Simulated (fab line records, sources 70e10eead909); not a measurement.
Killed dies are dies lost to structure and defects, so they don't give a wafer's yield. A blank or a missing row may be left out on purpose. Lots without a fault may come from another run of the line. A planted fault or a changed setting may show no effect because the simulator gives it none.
Problem report in the 8D (eight disciplines) form, filled by code | flow nand_harc | the parts of the form that need people (team, actions taken, sign-off) are left out

1. THE PROBLEM
run_length_s at NHARC_A_WL_FILL_ETCHBACK_04 reads a mean of 98.8 s on 6 wafers of 2 lots; wafers without a fault read 141.5 s with a standard deviation of 0.37. That is -99 or more standard deviations from the usual mean.
The step: etches the open film in NF3, target depth 60 nm, time 120 s.
First seen on wafer L572.2, day 17 23:48, on rie_metal-03. The record holds 42 wafers of 14 lots with a number at this step. Rule for "out", or "out of limits": more than 4 standard deviations from the usual mean. The other wafers with a number count as sound.

2. WHAT IT IS AND WHAT IT IS NOT
question                    | is                     | is not
which readings at this step | run_length_s           | drypump_motor_current_A
which lots                  | L572, L574             | L563, L564, L565, L567, L568, L571, L578, L581, L582, L583, L585, L586
which wafers of those lots  | all that have a number | -
read on which tools         | rie_metal-03           | rie_metal-01, rie_metal-02
when                        | from day 17 23:48      | up to then (18 sound wafers); but 18 sound wafers of L578, L581, L582, L583, L585, L586 came after

3. SUSPECTS, AND WHAT RULES EACH OUT
Counting: a tool at a process step up to the reading stays a suspect if it ran every lot that is out and no sound lot after the first of them.
- rie_metal-03 at NHARC_A_WL_FILL_ETCHBACK_04 (etches the open film in NF3, target depth 60 nm, time 120 s): kept. It ran every lot that is out, first L572 (day 17 23:48), and no sound lot after that; its last sound lot up to then is L568 (day 17 10:16). Its own readings are out on those wafers: run_length_s.
Left after counting: rie_metal-03 at NHARC_A_WL_FILL_ETCHBACK_04.

4. THE CAUSE (what the simulator had put in)
Process parameter drift: rie_metal-03, from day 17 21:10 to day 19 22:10, at NHARC_A_WL_FILL_ETCHBACK_04. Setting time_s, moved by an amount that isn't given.
Counting left only this tool.

5. THE CHAIN OF EFFECTS, in route order
Each row: a reading whose mean over the struck wafers that have a number lies more than 3 standard deviations from the usual. Only readings for which the record gives a usual standard deviation are gone through. hours: the time from each lot's start at the first step in this table that gives one to its start at this step, as a median over the lots. sigmas: the change in usual standard deviations.
hours | step                        | reading      | usual   | on struck wafers | change | sigmas
0     | NHARC_A_WL_FILL_ETCHBACK_04 | run_length_s | 141.5 s | 98.8             | -42.8  | -99 or more
The process steps in it:
- NHARC_A_WL_FILL_ETCHBACK_04: etches the open film in NF3, target depth 60 nm, time 120 s.

6. WHAT WOULD HAVE CAUGHT IT SOONER
In this record the first reading out of limits was taken at day 17 23:48, 3 hours after the fault began at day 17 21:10.
